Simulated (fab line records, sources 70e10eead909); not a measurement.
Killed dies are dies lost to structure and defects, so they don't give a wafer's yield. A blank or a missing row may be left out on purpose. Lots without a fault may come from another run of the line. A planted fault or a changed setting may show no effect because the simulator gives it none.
A struck lot beside a sound one | flow nand_harc | 17 steps out of a route of 1159
Sound: wafers L935.1, L935.2, L935.4. Struck: wafers L954.2, L954.3, L954.5. The cause comes at the end.
At each step with rows: each side's tool, then ch and its chambers, then its first start. Under that, the readings that differ: sound wafers | struck wafers | difference of the means | sigmas: that difference in standard deviations of wafers without a fault.
alike: readings whose means differ by less than 2 such deviations, and words and numbers that are the same on both sides. not compared: withheld readings, readings that some wafer has no value for, bounds like >300 that may hide the same value, and numbers for which the record gives no deviation and whose values overlap.
The two part at a step that has a row with sigmas, a row that says differs or no value, or rows on one side only. Numbers that don't overlap but have no deviation are shown without sigmas and don't part them. A reading that every wafer of one side lacks parts them only if that side has two wafers or more.

NHARC_A_WL_FILL_INSPECT_15:
  sound on defect_inspect-02, day 16 06:46; struck on defect_inspect-01, day 21 22:58
  alike: raw_defect_count
NHARC_A_CONTACT_DEP_24: deposits SiO2, target thk 500 nm.
  sound on pecvd-01 ch 0,1, day 16 07:17; struck on pecvd-02 ch 0,2, day 21 23:02
  reading            | sound       | struck      | difference | sigmas
  heater_power_w (W) | 605 684 708 | 418 483 489 | -202       | -2
  alike: rf_fwd_power_W, throttle_valve_pct
NHARC_A_CONTACT_DEP_28: deposits aC, target thk 3600 nm.
  sound on acl_dep-03 ch 0, day 16 10:31; struck on acl_dep-02 ch 0, day 22 01:02
  alike: throttle_valve_pct
NHARC_A_CONTACT_DEP_29: deposits SiON, target thk 70 nm.
  sound on pecvd-01 ch 0,1, day 16 12:44; struck on pecvd-04 ch 0,1, day 22 02:55
  alike: heater_power_w, rf_fwd_power_W
then, 7 steps without rows for these wafers: NHARC_A_CONTACT_DEHYDRATE_32 (time 120 s); NHARC_A_CONTACT_HMDS_33 (time 30 s); NHARC_A_CONTACT_COAT_34 (time 75 s); NHARC_A_CONTACT_COAT_35 (time 65 s); NHARC_A_CONTACT_COAT_36 (resist thk 90 nm); NHARC_A_CONTACT_SOFTBAKE_37 (time 55 s); NHARC_A_CONTACT_EBR_38.
NHARC_A_CONTACT_EXPOSE_39: exposes mask A CC 3.
  sound on arfi_scanner-03 ch 0, day 16 13:19; struck on arfi_scanner-02 ch 0, day 22 03:29
  reading              | sound             | struck            | difference | sigmas
  exposure_dose_mJ_cm2 | 58.89 58.85 58.69 | 73.02 72.97 73.02 | +14.19     | +99 or more
  alike: mask
then, 2 steps without rows for these wafers: NHARC_A_CONTACT_PEB_40 (peb time 65 s); NHARC_A_CONTACT_DEVELOP_41 (develop time 35 s).
NHARC_A_CONTACT_CD_MEAS_42: target cd 200 nm.
  sound on cd_sem-01 ch 0, day 16 13:28; struck on cd_sem-01 ch 0, day 22 03:38
  reading    | sound             | struck            | difference | sigmas
  cd_nm (nm) | 200.9 200.3 200.3 | 212.1 211.6 211.8 | +11.3      | +21
NHARC_A_CONTACT_OVL_MEAS_43:
  sound on overlay-01, day 16 13:33; struck on overlay-01, day 22 03:43
  alike: overlay_x_nm, overlay_y_nm
then, 1 step without rows for these wafers: NHARC_END_SORT_01.

WHERE THEY PART
First at NHARC_A_CONTACT_DEP_24; last, within this record, at NHARC_A_CONTACT_CD_MEAS_42. Later steps at which nothing parts them and some readings are alike: NHARC_A_CONTACT_OVL_MEAS_43.

WHY: what the simulator had put in
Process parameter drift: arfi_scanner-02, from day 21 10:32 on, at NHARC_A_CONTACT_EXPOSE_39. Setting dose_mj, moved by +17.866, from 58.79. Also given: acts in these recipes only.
